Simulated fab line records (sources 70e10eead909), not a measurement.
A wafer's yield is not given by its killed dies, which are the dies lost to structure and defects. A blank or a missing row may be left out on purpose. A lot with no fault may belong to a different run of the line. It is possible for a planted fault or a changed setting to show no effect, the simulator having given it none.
What tool caused it? + flow nand-harc + 6 lots, 18 wafers sampled, at 5 steps of a route of 1159

WHAT THE GAUGES SHOWED, per wafer
NHARC_END_SORT_01.
| lot  | measured     | on        | killed-at-array |
|------|--------------|-----------|-----------------|
| L232 | day 20 11:05 | prober-01 | 26 16 25        |
| L231 | day 20 18:53 | prober-02 | 43 35 28        |
| L234 | day 20 19:58 | prober-01 | 26 23 21        |
| L237 | day 21 03:46 | prober-01 | 17 26 22        |
| L239 | day 21 14:31 | prober-01 | 13 10 12        |
| L244 | day 23 08:03 | prober-02 | 36 78 28        |

WHICH TOOL RAN EACH LOT (tool, then ch and the chambers of the sampled wafers, then the start)
| lot  | NHARC_A_CONTACT_ETCH_123             | NHARC_THIN_TSV_ETCHBACK_48         | NHARC_THIN_TSV_PVD_19                   | NHARC_THIN_TSV_DESCUM_35           |
|------|--------------------------------------|------------------------------------|-----------------------------------------|------------------------------------|
| L232 | har-cap-etch-01 ch 0,1, day 16 22:43 | rie-diel-09 ch 0,1,3, day 19 16:02 | pvd-sputter-03, day 19 20:25 or earlier | rie-diel-06 ch 0,1, day 19 20:25   |
| L231 | har-cap-etch-03 ch 1, day 17 07:58   | rie-diel-09 ch 0,1,3, day 19 19:25 | pvd-sputter-01, day 19 23:56 or earlier | rie-diel-09 ch 0,1,2, day 19 23:56 |
| L234 | har-cap-etch-03 ch 0,1, day 17 22:07 | rie-diel-09 ch 0,3, day 20 07:05   | pvd-sputter-01, day 20 11:14 or earlier | rie-diel-09 ch 0,3, day 20 11:14   |
| L237 | har-cap-etch-01 ch 0,1, day 18 04:46 | rie-diel-06 ch 0,1,3, day 20 13:19 | pvd-sputter-01, day 20 17:08 or earlier | rie-diel-06 ch 0,1,3, day 20 17:08 |
| L239 | har-cap-etch-02 ch 0,1, day 18 19:49 | rie-diel-06 ch 0,1,3, day 21 01:41 | pvd-sputter-03, day 21 05:41 or earlier | rie-diel-06 ch 0,1,2, day 21 05:41 |
| L244 | har-cap-etch-02 ch 0,1, day 20 02:27 | rie-diel-09 ch 1,2,3, day 22 19:46 | pvd-sputter-03, day 22 23:28 or earlier | rie-diel-06 ch 0,2,3, day 22 23:28 |
- NHARC_A_CONTACT_ETCH_123: etches the open film in C4F8/O2/Ar, time 253 s, target depth 1090 nm.
- NHARC_THIN_TSV_ETCHBACK_48: etches the open film in C4F8/Ar, target depth 1028.5 nm, time 405.17 s.
- NHARC_THIN_TSV_PVD_19: deposits TaN, target thk 20 nm.
- NHARC_THIN_TSV_DESCUM_35: chemistry O2, time 3 s.

THE ANSWER, worked out from the rows above alone
Rule: usual is defined by the lots themselves. The widest of any qualifying gaps counts: lots, ordered by their means at a reading, are off when they make up no more than a third of the lots, leave a main group of 4 or more, and stand apart from it by 3 or more times the standard deviation of that group's means. If all means in a main group match to the digits the tables above print for the reading, that group is not used. Also off: a lot with no number at a reading for which 4 or more lots have one. Any other lot the step has rows for is counted as sound.
No lot is off on any of the readings shown, so nothing can be concluded from this.

WHAT THE SIMULATOR HAD PUT IN
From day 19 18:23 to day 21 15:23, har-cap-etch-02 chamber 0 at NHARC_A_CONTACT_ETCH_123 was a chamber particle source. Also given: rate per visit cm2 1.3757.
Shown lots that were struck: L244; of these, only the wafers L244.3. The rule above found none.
